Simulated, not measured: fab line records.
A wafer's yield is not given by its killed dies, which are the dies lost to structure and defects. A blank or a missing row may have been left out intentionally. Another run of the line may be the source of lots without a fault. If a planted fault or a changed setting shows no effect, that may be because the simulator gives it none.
Comparing a struck lot with a sound one :: flow n5 finfet :: 15 steps out of a route of 1938
Sound: the wafers L335.1, L335.2, L335.6. The struck wafers were L341.2, L341.3, L341.6. The cause is named last.
Order at every step that has rows: each side's tool, ch and its chambers, its first start. Under that, the readings that differ: sound wafers :: struck wafers :: difference of the means :: sigmas: that difference in standard deviations of wafers without a fault.
alike: readings whose means differ by less than 2 such deviations, and words and numbers that are the same on both sides. not compared: withheld readings, readings that some wafer has no value for, bounds like >300 that may hide the same value, and numbers for which the record gives no deviation and whose values overlap.
The two part at a step that has a row with sigmas, a row that says differs or no value, or rows on one side only. Numbers that have no deviation but don't overlap get no sigmas and don't part them. A reading that every wafer of one side lacks parts them only if that side has two wafers or more.

first, 7 steps without rows for these wafers: N5_BEOL_M12_COAT_22 (resist thk 300 nm); N5_BEOL_M12_EBR_24; N5_BEOL_M12_SOFTBAKE_23 (time 60 s); N5_BEOL_M12_EXPOSE_25 (exposes mask M12); N5_BEOL_M12_PEB_26 (peb time 90 s); N5_BEOL_M12_DEVELOP_27 (develop time 45 s); N5_BEOL_M12_HARDBAKE_32 (time 120 s).
N5_BEOL_M12_CD_MEAS_28: the cd target is 160.2 nm.
  sound on cd sem-01 ch 0, day 14 14:47; struck on cd sem-03 ch 0, day 16 01:47
  alike: cd nm
N5_BEOL_M12_OVL_MEAS_29:
  sound on overlay-01 ch 0, day 14 14:49; struck on overlay-01 ch 0, day 16 01:49
  alike: M12_OVL
N5_BEOL_M12_INSPECT_30: inspects for defects (macro).
  sound: defect inspect-01 at day 14 14:51; struck: defect inspect-02 at day 16 01:50
  alike: raw defect count
N5_BEOL_M12_DESCUM_33: chemistry O2, time 7.9 s.
  sound on rie diel-04 ch 0,1, day 14 14:57; struck on rie diel-04 ch 0,1,2, day 16 01:54
  alike: bias power w, chamber pressure mTorr, drypump motor current A, oes product au, rf vpp V, showerhead plenum p Torr, temp c, throttle valve pct
  not compared: rf hours counter h
N5_BEOL_M12_ETCH_67: etches SiARC in CF4, target depth 143 nm, time 238.3 s.
  sound on rie diel-04 ch 0,1, day 14 14:59; struck on rie diel-04 ch 0,1,2, day 16 01:56
  alike: chamber pressure mTorr, drypump motor current A, etch rf on time s, mfc ar sccm, oes product au, rf vpp V, showerhead plenum p Torr, throttle valve pct
  not compared: rf hours counter h
N5_BEOL_M12_ETCH_68: etches SOC in N2/H2, time 285 s.
  sound on rie diel-04 ch 0,1, day 14 15:08; struck on rie diel-04 ch 0,1,2, day 16 02:05
reading: model.SiARC_of_BEOL_M12_COAT_66.thk nm (nm)
sound: 86.2 86.2 86.2
struck: 78.2 76.8 77.8
difference: -8.6
sigmas: 
  alike: chamber pressure mTorr, drypump motor current A, oes product au, rf vpp V, showerhead plenum p Torr, temp c, throttle valve pct
  not compared: rf hours counter h
then, 1 step without rows for these wafers: N5_BEOL_M12_STRIP_69 (strips in N2/H2).
N5_PASSIVATION_PROBE_49:
  sound: prober-02 at day 16 01:09; struck: prober-01 at day 17 22:13
  alike: defect limited yield, killed_at_M0_to_M3, killed_at_M4_up, killed at contacts, killed at front end, killed at other, killed dies, killed open, killed short, sort_bin_5_function, sort_bin_6_memory, sort_bin_8_speed, sort n pass

WHERE THEY PART
Nowhere in this record.

WHY: whatever the simulator had introduced
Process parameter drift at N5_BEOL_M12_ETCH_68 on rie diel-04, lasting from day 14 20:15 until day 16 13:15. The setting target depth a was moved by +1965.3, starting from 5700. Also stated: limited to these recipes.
